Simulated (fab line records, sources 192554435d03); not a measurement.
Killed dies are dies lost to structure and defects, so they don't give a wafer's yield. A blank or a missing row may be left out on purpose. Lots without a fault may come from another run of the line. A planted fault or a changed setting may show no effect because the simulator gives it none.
A struck lot beside a sound one | flow n5_finfet | 15 steps out of a route of 1938
Sound: wafers L751.1, L751.2, L751.4. Struck: wafers L761.2, L761.4, L761.6. The cause comes at the end.
At each step with rows: each side's tool, then ch and its chambers, then its first start. Under that, the readings that differ: sound wafers | struck wafers | difference of the means | sigmas: that difference in standard deviations of wafers without a fault.
alike: readings whose means differ by less than 2 such deviations, and words and numbers that are the same on both sides. not compared: withheld readings, readings that some wafer has no value for, bounds like >300 that may hide the same value, and numbers for which the record gives no deviation and whose values overlap.
The two part at a step that has a row with sigmas, a row that says differs or no value, or rows on one side only. Numbers that don't overlap but have no deviation are shown without sigmas and don't part them. A reading that every wafer of one side lacks parts them only if that side has two wafers or more.

N5_BEOL_M1_SPUTTER_90: material Cu, target thk 4.5 nm, time 8.29 s.
  sound on pvd_sputter-01, day 7 09:49; struck on pvd_sputter-03, day 10 06:08
  alike: chamber_pressure_pa, throttle_valve_pct
N5_BEOL_M1_ANNEAL_91: time 240 s.
  sound on pvd_sputter-01, day 7 09:54; struck on pvd_sputter-03, day 10 06:13
  alike: heater_power_w
then, 1 step without rows for these wafers: N5_BEOL_M1_SPUTTER_92 (material Cu, target thk 4.5 nm, time 8.29 s).
N5_BEOL_M1_ANNEAL_93: time 240 s.
  sound on pvd_sputter-01, day 7 10:07; struck on pvd_sputter-03, day 10 06:26
  alike: heater_power_w
then, 5 steps without rows for these wafers: N5_BEOL_M1_SPUTTER_94 (material Cu, target thk 4.5 nm, time 8.29 s); N5_BEOL_M1_ANNEAL_95 (time 240 s); N5_BEOL_M1_SPUTTER_96 (material Cu, target thk 4.5 nm, time 8.29 s); N5_BEOL_M1_ECD_50 (material Cu, target thk 300 nm); N5_BEOL_M1_ANNEAL_51 (time 90 s).
N5_BEOL_M1_CMP_52: polishes, stops on SiOC, t overpolish 6.8 s, target thk 40 nm.
  sound on cmp-01 ch 0,2,3, day 7 10:59; struck on cmp-01 ch 1,2,3, day 10 07:24
  alike: barrier_field_endpoint_s, clearing_platen_down_force_psi, motor_current_A, overpolish_run_s, time_to_endpoint_s
N5_BEOL_M1_THK_MEAS_53: measures by xrf.
  sound on film_metro-01, day 7 11:16; struck on film_metro-01, day 10 07:37
  alike: M1_THK
N5_BEOL_M1_PRE_CLEAN_60: time 15 s.
  sound on cvd_co-02 ch 0,1, day 7 11:19; struck on cvd_co-01 ch 0,1, day 10 07:39
  alike: heater_power_w
  not compared: since_wet_clean_h
N5_BEOL_M1_CO_CAP_55: material Co, precursor CCTBA/H2, target thk 2 nm, time 102.1 s.
  sound on cvd_co-02 ch 0,1, day 7 11:21; struck on cvd_co-01 ch 0,1, day 10 07:41
  reading                                   | sound             | struck            | difference | sigmas
  run_length_s (s)                          | 124.4 124.2 124.2 | 173.5 173.9 173.9 | +49.5      | +81
  model.Co_of_BEOL_M1_CO_CAP_55.thk_nm (nm) | 2 2 2             | 3 3 3             | +1         |
  alike: heater_power_w
  not compared: since_wet_clean_h
then, 1 step without rows for these wafers: N5_BEOL_M1_PRE_CLEAN_56 (time 15 s).
-- the record jumps here: 2 days lie between the struck wafers' starts before and after (it left off in module BEOL_M1 and takes up again in module BEOL_M4, whose first step shown is number 1111 of the route) --
N5_BEOL_M4_RC_MEAS_101:
  sound on prober-01 ch 0, day 9 05:26; struck on prober-01 ch 0, day 12 14:52
  alike: DIBL_N, DIBL_P, IOFF_N, IOFF_P, ION_N, ION_P, SS_N, SS_P, VT_N, VT_P

WHERE THEY PART
Only at N5_BEOL_M1_CO_CAP_55, within this record. Later steps at which nothing parts them and some readings are alike: N5_BEOL_M4_RC_MEAS_101.

WHY: what the simulator had put in
Process parameter drift: cvd_co-01, from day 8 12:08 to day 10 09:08, at N5_BEOL_M1_CO_CAP_55. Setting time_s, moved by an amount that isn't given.
